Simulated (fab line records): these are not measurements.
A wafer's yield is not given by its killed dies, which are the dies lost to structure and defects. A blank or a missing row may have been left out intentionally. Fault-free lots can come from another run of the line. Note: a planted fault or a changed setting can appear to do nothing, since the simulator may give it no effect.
Which tool was responsible? | flow n5 finfet | 11 lots, 33 wafers sampled, at 2 steps of a route of 1938

WHAT EACH GAUGE READ, for each wafer
N5_BEOL_M7_THK_MEAS_01. Usual: M7_ILD_THK typically reads 155.2 nm, with standard deviation 1.7.
lot  | measured     | on            | M7_ILD_THK (nm)   | flag
L760 | day 8 21:37  | film metro-02 | 154.7 158.1 157.8 |
L763 | day 9 11:35  | film metro-01 | 153.7 154.8 156.8 |
L762 | day 9 11:48  | film metro-01 | 153.9 158.3 156.8 |
L764 | day 9 16:32  | film metro-02 | 153.7 155.1 157.2 |
L766 | day 10 15:04 | film metro-02 | 153.8 152.6 156.7 |
L767 | day 10 15:49 | film metro-01 | 154.7 156.0 156.7 |
L770 | day 11 12:10 | film metro-02 | 155.4 156.9 156.2 |
L772 | day 12 03:07 | film metro-01 | 154.8 156.0 156.9 |
L778 | day 13 16:40 | film metro-01 | 150.9 154.9 156.3 |
L781 | day 14 15:25 | film metro-01 | 156.7 154.2 158.1 |
L782 | day 14 22:28 | film metro-01 | 154.9 152.9 157.6 |

N5_BEOL_M7_CD_MEAS_11: target cd 38.5 nm. Usual: 38.5 nm for cd nm, sd 0.48.
lot  | measured     | on        | cd nm (nm)     | flag
L760 | day 8 22:37  | cd sem-03 | 38.3 38.3 37.5 |
L763 | day 9 13:14  | cd sem-02 | 38.6 37.6 38.9 |
L762 | day 9 13:24  | cd sem-02 | 38.4 39.5 38.9 |
L764 | day 9 17:47  | cd sem-01 | 38.8 39.4 39.4 |
L766 | day 10 16:25 | cd sem-03 | 38.7 38.3 38.9 |
L767 | day 10 16:43 | cd sem-01 | 38.6 38.5 38.9 |
L770 | day 11 14:08 | cd sem-03 | 38.0 38.4 38.5 |
L772 | day 12 04:06 | cd sem-01 | 39.1 38.6 38.8 |
L778 | day 13 17:53 | cd sem-01 | 38.6 38.9 38.9 |
L781 | day 14 17:14 | cd sem-03 | 38.5 38.6 38.1 |
L782 | day 14 23:11 | cd sem-03 | 38.1 38.6 38.9 |

WHAT TOOL EACH LOT RAN ON (gives the tool, then ch and the chambers of the sampled wafers, and finally the start)
Record: no process step prior to these readings.

AS READ BY THE TOOLS THEMSELVES (means over the sampled wafers that have a number; for cases with no such wafer, the mark the record gives instead)
The record holds no such reading with a usual standard deviation.

THE ANSWER, worked out from the rows above alone
Rule: take the mean of a lot's wafers that have a number; if it is more than 3 standard deviations from the usual mean, the lot is off. A lot without any number at a reading at which 4 lots or more have one is off too. All remaining lots with rows at the step are treated as sound. After the gauges, taken in route order, come the tools' own readings; for these a lot's mean is taken, as printed above. The first step at which some lot is off is used, and at that step the reading that is off furthest; a lot without a number counts as furthest.
No lot is off at any reading shown: from this, nothing can be told.

WHAT THE SIMULATOR HAD INSERTED
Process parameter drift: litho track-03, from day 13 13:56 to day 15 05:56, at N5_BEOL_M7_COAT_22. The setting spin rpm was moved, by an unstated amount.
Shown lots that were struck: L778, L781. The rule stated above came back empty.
